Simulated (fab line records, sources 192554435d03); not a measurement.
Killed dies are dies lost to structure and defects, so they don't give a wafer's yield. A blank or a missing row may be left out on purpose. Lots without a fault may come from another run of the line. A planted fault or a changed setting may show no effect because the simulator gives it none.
Chamber matching | flow n5_finfet | N5_BEOL_M0_CUTY_DESCUM_61 on rie_diel-04: 4 sister chambers
The step chemistry O2, time 7.9 s. 7 wafers are shown with their chamber, then 7 later ones without.

WAFERS WITH THEIR CHAMBER
wafer  | chamber | showerhead_plenum_p_Torr (Torr) | throttle_valve_pct (%)
L084.6 | 1       | 2.13                            | 20.50
L085.6 | 3       | 2.07                            | 20.14
L086.4 | 3       | 2.07                            | 20.15
L087.5 | 2       | 2.03                            | 20.17
L087.6 | 0       | 2.22                            | 20.10
L089.1 | 2       | 2.03                            | 20.17
L089.3 | 0       | 2.21                            | 20.12

WAFERS WITHOUT THEIR CHAMBER
wafer  | showerhead_plenum_p_Torr (Torr) | throttle_valve_pct (%)
L089.4 | 2.07                            | 20.14
L092.2 | 2.07                            | 20.16
L092.5 | 2.03                            | 20.17
L092.6 | 2.21                            | 20.12
L097.1 | 2.02                            | 20.20
L097.2 | 2.13                            | 20.50
L097.3 | 2.06                            | 20.17

WHICH CHAMBER EACH WENT THROUGH
wafer  | from the rows above | in truth
L089.4 | 3                   | 3
L092.2 | 3                   | 3
L092.5 | 2                   | 2
L092.6 | 0                   | 0
L097.1 | 2                   | 2
L097.2 | 1                   | 1
L097.3 | 3                   | 3
Placed correctly: 7 of 7. Can't be placed from these rows: 0. Placed wrongly: 0.
How it was worked out, from the rows above alone: a wafer's distance from a chamber is the root of the sum, over the readings, of the square of ((its reading less the chamber's mean) divided by the reading's scatter). The wafer belongs to the nearest chamber; if the next one is less than 2 further off, it can't be placed. A chamber's mean is the mean of its shown wafers. The scatter: the root of (the sum of the squares of (reading less its chamber's mean) over the shown wafers, divided by (wafers less chambers)).
